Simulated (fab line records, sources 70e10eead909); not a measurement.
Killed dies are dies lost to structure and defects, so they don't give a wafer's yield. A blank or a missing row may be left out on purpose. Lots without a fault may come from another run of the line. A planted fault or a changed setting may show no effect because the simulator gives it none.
Which tool did it? | flow nand_harc | 11 lots, 33 wafers sampled, at 5 steps of a route of 1159

WHAT THE GAUGES READ, wafer by wafer
NHARC_P_M0_INSPECT_27.
lot  | measured     | on                | raw_defect_count
L076 | day 6 12:28  | defect_inspect-02 | 257 408 292
L078 | day 7 02:14  | defect_inspect-02 | 349 303 176
L081 | day 7 09:53  | defect_inspect-02 | 265 301 466
L083 | day 8 02:58  | defect_inspect-02 | 328 189 376
L084 | day 8 13:38  | defect_inspect-02 | 240 194 94
L086 | day 9 05:25  | defect_inspect-01 | 280 302 143
L088 | day 9 12:17  | defect_inspect-01 | 421 371 297
L089 | day 10 03:48 | defect_inspect-01 | 502 301 384
L091 | day 10 08:26 | defect_inspect-02 | 242 308 214
L094 | day 10 20:58 | defect_inspect-02 | 309 476 421
L096 | day 11 04:36 | defect_inspect-02 | 212 330 516

WHICH TOOL RAN EACH LOT (tool, then ch and the chambers of the sampled wafers, then the start)
lot  | NHARC_P_CONTACT_DEP_00                     | NHARC_P_M0_DESCUM_14               | NHARC_P_M0_ETCH_34                 | NHARC_P_M0_STRIP_18
L076 | pecvd-02 ch 0,1,2, day 6 09:56 or earlier  | rie_diel-11 ch 2,3, day 6 09:56    | rie_diel-11 ch 1,2, day 6 10:01    | rie_diel-04 ch 1,2,3, day 6 10:20
L078 | pecvd-01 ch 0,1,2, day 6 23:42 or earlier  | rie_diel-06 ch 0,3, day 6 23:42    | rie_diel-06 ch 0,1,3, day 6 23:47  | rie_diel-06 ch 0,3, day 7 00:07
L081 | pecvd-04 ch 1,2, day 7 07:19 or earlier    | rie_diel-06 ch 0,1, day 7 07:19    | rie_diel-06 ch 0,1, day 7 07:26    | rie_diel-04 ch 0,2,3, day 7 07:48
L083 | pecvd-01 ch 0,1,2, day 8 00:28 or earlier  | rie_diel-06 ch 0,3, day 8 00:28    | rie_diel-06 ch 1,2, day 8 00:33    | rie_diel-11 ch 0,2,3, day 8 00:50
L084 | pecvd-02 ch 0,1,2, day 8 11:08 or earlier  | rie_diel-11 ch 0,1,2, day 8 11:08  | rie_diel-11 ch 0,1,3, day 8 11:13  | rie_diel-04 ch 2,3, day 8 11:29
L086 | pecvd-02 ch 0,1,2, day 9 02:56 or earlier  | rie_diel-06 ch 0,1,3, day 9 02:56  | rie_diel-06 ch 0,2,3, day 9 03:00  | rie_diel-04 ch 0,2,3, day 9 03:17
L088 | pecvd-02 ch 0,2, day 9 09:38 or earlier    | rie_diel-11 ch 0,1, day 9 09:38    | rie_diel-11 ch 0,3, day 9 09:44    | rie_diel-04 ch 1,3, day 9 10:02
L089 | pecvd-01 ch 0,1,2, day 10 01:13 or earlier | rie_diel-11 ch 0,2,3, day 10 01:13 | rie_diel-11 ch 0,2, day 10 01:17   | rie_diel-06 ch 0,2,3, day 10 01:37
L091 | pecvd-04 ch 0,1,2, day 10 05:45 or earlier | rie_diel-06 ch 0,2,3, day 10 05:45 | rie_diel-06 ch 1,2, day 10 05:50   | rie_diel-06 ch 1,2, day 10 06:07
L094 | pecvd-02 ch 1,2, day 10 18:11 or earlier   | rie_diel-04 ch 0,1,2, day 10 18:11 | rie_diel-04 ch 1,2,3, day 10 18:35 | rie_diel-11 ch 0,1,2, day 10 18:54
L096 | pecvd-04 ch 0,1,2, day 11 02:03 or earlier | rie_diel-11 ch 0,1,2, day 11 02:03 | rie_diel-11 ch 0,1,2, day 11 02:08 | rie_diel-04 ch 0,1, day 11 02:25
- NHARC_P_CONTACT_DEP_00: deposits SiO2, target thk 500 nm.
- NHARC_P_M0_DESCUM_14: chemistry O2, time 3 s.
- NHARC_P_M0_ETCH_34: etches the open film in N2/H2, target depth 40 nm, overetch 12 nm, time 43.94 s.
- NHARC_P_M0_STRIP_18: strips in N2/H2.

THE ANSWER, worked out from the rows above alone
Rule: what is usual is taken from the lots themselves. Put in order of their means at a reading, lots are off if they are a third of the lots or fewer, leave a main group of 4 or more, and stand apart from it by a gap of 3 or more times the standard deviation of the main group's means; of several such gaps the widest counts. A main group whose means are all the same, to the digits that the tables above print for the reading, isn't used. A lot without any number at a reading at which 4 lots or more have one is off too. The other lots that the step has rows for count as sound.
No lot is off at any reading shown: from this, nothing can be told.

WHAT THE SIMULATOR HAD PUT IN
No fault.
